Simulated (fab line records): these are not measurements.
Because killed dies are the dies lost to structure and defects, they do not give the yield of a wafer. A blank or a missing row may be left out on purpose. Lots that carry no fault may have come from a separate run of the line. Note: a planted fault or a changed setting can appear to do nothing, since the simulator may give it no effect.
Matching of chambers ; flow n5-finfet ; rie-diel-05 running N5_MOL_CONTACT_COAG_ETCH_65: 4 sister chambers
The step etches underlayer in N2/H2, target depth 13 nm, time 10.4 s. 16 wafers are shown with their chamber, then 8 later ones without.

== WAFERS PAIRED WITH THEIR CHAMBERS ==
wafer;chamber;drypump-motor-current-A (A);showerhead-plenum-p-Torr (Torr);etch-rf-on-time-s (s)
L075.1;3;5.3;2.50;10.8
L075.3;2;5.4;2.55;10.2
L075.6;0;5.2;2.56;10.8
L077.3;1;6.4;2.50;10.8
L077.5;0;5.3;2.56;10.7
L077.6;3;5.2;2.50;10.6
L080.2;1;6.4;2.49;10.8
L080.3;2;5.4;2.54;10.1
L080.5;2;5.4;2.54;10.1
L081.1;2;5.4;2.54;10.3
L081.2;1;6.4;2.50;11.0
L081.5;0;5.3;2.56;10.8
L082.2;2;5.4;2.54;10.1
L082.5;2;5.4;2.54;10.1
L082.6;1;6.4;2.49;10.8
L090.2;1;6.4;2.49;11.0

SIGNATURES, as means of the wafers listed above
reading;chamber 0;chamber 1;chamber 2;chamber 3;scatter within a chamber
drypump-motor-current-A;5.267;6.400;5.400;5.250;0.0312
showerhead-plenum-p-Torr;2.5600;2.4940;2.5417;2.5000;0.00412
etch-rf-on-time-s;10.767;10.880;10.150;10.700;0.0956
Rule: for a wafer and a chamber, the distance is found by dividing, reading by reading, the gap between the wafer's reading and the chamber's mean by the reading's scatter, squaring, summing and taking the root. The wafer belongs to the nearest chamber; if the next one is less than 2 further off, it can't be placed. How the scatter is found: for the shown wafers, subtract from each reading the mean of its chamber, square and add these, divide the total by (wafers less chambers), then take the root.

== WAFERS WITHOUT THEIR CHAMBER ==
wafer;drypump-motor-current-A (A);showerhead-plenum-p-Torr (Torr);etch-rf-on-time-s (s)
L090.4;5.4;2.54;10.1
L090.5;5.4;2.54;10.0
L091.1;6.4;2.49;10.8
L091.2;5.4;2.54;10.0
L091.4;5.3;2.56;10.6
L095.2;5.4;2.53;10.2
L095.3;6.4;2.49;10.9
L095.5;5.3;2.48;10.4

== EACH ONE'S CHAMBER ==
wafer;from the rows above;in truth
L090.4;2;2
L090.5;2;2
L091.1;1;1
L091.2;2;2
L091.4;0;0
L095.2;2;2
L095.3;1;1
L095.5;3;3
Correctly placed: 8 of 8. Not placeable from these rows: 0. 0 placed wrongly.
